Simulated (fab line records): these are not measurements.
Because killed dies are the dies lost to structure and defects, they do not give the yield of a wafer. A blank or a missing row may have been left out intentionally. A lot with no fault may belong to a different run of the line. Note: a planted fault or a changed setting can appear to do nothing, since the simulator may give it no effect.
A lot that was struck, set against a sound lot | flow n5_finfet | 15 steps out of a route of 1938
Sound: wafers L391.2, L391.3, L391.6. Struck: wafers L406.3, L406.4. (L406.5 of the same lot was not struck and is left out.) The cause comes at the end.
Per side, at each step with rows, come the tool, then ch with its chambers, and then its first start. Under that, the readings that differ: sound wafers | struck wafers | difference of the means | sigmas: that difference in standard deviations of wafers without a fault.
alike: readings whose means differ by less than 2 such deviations, and words and numbers that are the same on both sides. not compared: withheld readings, readings that some wafer has no value for, bounds like >300 that may hide the same value, and numbers for which the record gives no deviation and whose values overlap.
Wherever a step has rows on one side only, a row that says differs or no value, or a row with sigmas, the two part there. Non-overlapping numbers with no deviation appear without sigmas and do not part them. A reading missing from all wafers of one side parts the sides only when that side holds two or more wafers.

first, 2 steps without rows for these wafers: N5_BEOL_M4_PEB_09 (peb time 60 s); N5_BEOL_M4_DEVELOP_10 (develop time 30 s).
N5_BEOL_M4_CD_MEAS_11: the cd target is 16.79 nm.
  sound on cd_sem-02 ch 0, day 9 01:14; struck on cd_sem-02 ch 0, day 13 08:18
  alike: cd_nm
N5_BEOL_M4_OVL_MEAS_12:
  sound on overlay-01 ch 0, day 9 01:16; struck on overlay-02 ch 0, day 13 08:20
  alike: M4_OVL
N5_BEOL_M4_INSPECT_13: inspects for defects (brightfield).
  sound: defect_inspect-02 at day 9 01:20; struck: defect_inspect-02 at day 13 08:23
  alike: raw_defect_count
N5_BEOL_M4_DESCUM_16: chemistry O2, time 7 s.
  sound on rie_diel-03 ch 0,2, day 9 01:28; struck on rie_diel-03 ch 1,3, day 13 08:25
  alike: drypump_motor_current_A, oes_product_au, rf_vpp_V, showerhead_plenum_p_Torr, throttle_valve_pct
  not compared: rf_hours_counter_h
then, 1 step without rows for these wafers: N5_BEOL_M4_ETCH_74 (etches underlayer in N2/H2, target depth 6.5 nm, time 5.2 s).
N5_BEOL_M4_ETCH_63: etches SiARC in CF4, target depth 15.6 nm, time 26 s.
  sound on rie_diel-03 ch 0,2, day 9 01:31; struck on rie_diel-03 ch 1,3, day 13 08:28
  reading      | sound             | struck      | difference | sigmas
  rf_vpp_V (V) | 182.6 181.5 181.9 | 185.6 184.3 | +2.9       | +2
  alike: drypump_motor_current_A, etch_rf_on_time_s, oes_product_au, showerhead_plenum_p_Torr, throttle_valve_pct
  not compared: rf_hours_counter_h
N5_BEOL_M4_ETCH_64: etches SOC in N2/H2, target depth 75 nm, overetch 22.5 nm, time 121.9 s.
  sound on rie_diel-03 ch 0,2, day 9 01:32; struck on rie_diel-03 ch 1,3, day 13 08:30
  alike: drypump_motor_current_A, oes_product_au, rf_vpp_V, showerhead_plenum_p_Torr, throttle_valve_pct
  not compared: rf_hours_counter_h
then, 2 steps without rows for these wafers: N5_BEOL_M4_STRIP_65 (strips in N2/H2); N5_BEOL_M4_STRIP_75 (strips in N2/H2).
N5_BEOL_M4_STRIP_66: strips in CF4.
  sound on rie_diel-03 ch 0,2, day 9 01:40; struck on rie_diel-03 ch 1,3, day 13 08:38
  alike: drypump_motor_current_A, oes_product_au, rf_vpp_V, showerhead_plenum_p_Torr, throttle_valve_pct
  not compared: rf_hours_counter_h
N5_BEOL_M4_HM_OPEN_17: chemistry Cl2/BCl3, target TiN, target depth 20 nm, overetch 6 nm.
  sound on rie_metal-01 ch 0,1, day 9 01:43; struck on rie_metal-03 ch 0,1, day 13 08:42
  reading                                  | sound          | struck    | difference | sigmas
  oes_ar_750_au (a.u.)                     | 0.60 0.58 0.60 | 0.79 0.83 | +0.22      | +2
  oes_product_au (a.u.)                    | 0.52 0.51 0.52 | 0.66 0.71 | +0.17      | +2
  model.SOC_of_BEOL_M4_COAT_61.thk_nm (nm) | 52.4 53 52.2   | 48.8 48.8 | -3.7       |
  alike: drypump_motor_current_A, mfc_cl2_sccm, throttle_valve_pct
  not compared: rf_hours_counter_h, model.BEOL_M4.cd_offset_nm
N5_BEOL_M4_STRIP_19: strips in O2.
  sound on rie_diel-03 ch 0,3, day 9 01:49; struck on rie_diel-04 ch 0,3, day 13 08:48
  alike: drypump_motor_current_A, oes_product_au, rf_vpp_V, showerhead_plenum_p_Torr, throttle_valve_pct
  not compared: rf_hours_counter_h
N5_BEOL_M4_RC_MEAS_101:
  sound on prober-02 ch 0, day 10 08:08; struck on prober-01 ch 0, day 14 16:14
  alike: DIBL_N, DIBL_P, IOFF_N, IOFF_P, ION_N, ION_P, SS_N, SS_P, VT_N, VT_P

== WHERE THEY PART ==
First at N5_BEOL_M4_ETCH_63; last, within this record, at N5_BEOL_M4_HM_OPEN_17. Later steps at which nothing parts them and some readings are alike: N5_BEOL_M4_STRIP_19, N5_BEOL_M4_RC_MEAS_101.

WHY: what the simulator had put in
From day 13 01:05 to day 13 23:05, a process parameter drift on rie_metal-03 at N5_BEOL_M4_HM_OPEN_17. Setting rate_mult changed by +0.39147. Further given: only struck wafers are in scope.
